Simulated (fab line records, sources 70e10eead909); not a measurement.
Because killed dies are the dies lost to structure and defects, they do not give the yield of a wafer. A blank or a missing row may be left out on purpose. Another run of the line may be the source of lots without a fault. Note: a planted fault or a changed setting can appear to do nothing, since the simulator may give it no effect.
A lot that was struck, set against a sound lot + flow nand harc + 13 out of 1302 route steps
Sound: the wafers L725.4, L725.5, L725.6. Struck: wafers L733.1, L733.5, L733.6. The cause comes at the end.
For every step that has rows: the tool of each side, followed by ch and its chambers, followed by its first start. Under that, the readings that differ: sound wafers + struck wafers + difference of the means + sigmas: that difference in standard deviations of wafers without a fault.
alike: a reading whose means differ by less than 2 such deviations, as well as words and numbers matching on both sides. not compared: withheld readings; readings where some wafer has no value; bounds like >300 that might hide an equal value; numbers whose values overlap and for which the record gives no deviation.
The two part at a step that has a row with sigmas, a row that says differs or no value, or rows on one side only. Non-overlapping numbers with no deviation appear without sigmas and do not part them. A reading that every wafer of one side lacks parts them only if that side has two wafers or more.

first, 1 step without rows for these wafers: NHARC_A_STAIRCASE_SRD_474.
NHARC_A_STAIRCASE_INSPECT_155:
  sound on defect inspect-02 at day 20 06:14; struck on defect inspect-02 at day 23 04:35
  alike: raw defect count
NHARC_A_SGD_CUT_DEP_00: deposits SiNx, target thk 50 nm.
  sound on pecvd-03 ch 0,1,2, day 20 06:23; struck on pecvd-02 ch 0,2, day 23 04:38
  alike: heater power w
then, 8 steps without rows for these wafers: NHARC_A_SGD_CUT_DEHYDRATE_01 (time 120 s); NHARC_A_SGD_CUT_HMDS_02 (time 30 s); NHARC_A_SGD_CUT_COAT_56 (time 75 s); NHARC_A_SGD_CUT_COAT_57 (time 65 s); NHARC_A_SGD_CUT_COAT_03 (resist thk 90 nm); NHARC_A_SGD_CUT_SOFTBAKE_04 (time 55 s); NHARC_A_SGD_CUT_EBR_05; NHARC_A_SGD_CUT_EXPOSE_06 (exposes mask SGD).
NHARC_A_SGD_CUT_PEB_07: peb time 65 s.
  struck on litho track-01, day 23 05:17; sound on litho track-06 ch 0, day 20 06:56
  no value came back on the struck wafers for chill plate temp C (C), exhaust pa (Pa), heater power total W (W); on the sound wafers chill plate temp C (C) reads 22.95 23.09 22.93
then, 1 step without rows for these wafers: NHARC_A_SGD_CUT_DEVELOP_08 (develop time 35 s).

## WHERE THEY PART
NHARC_A_SGD_CUT_PEB_07 only, going by this record.

WHY: whatever the simulator had introduced
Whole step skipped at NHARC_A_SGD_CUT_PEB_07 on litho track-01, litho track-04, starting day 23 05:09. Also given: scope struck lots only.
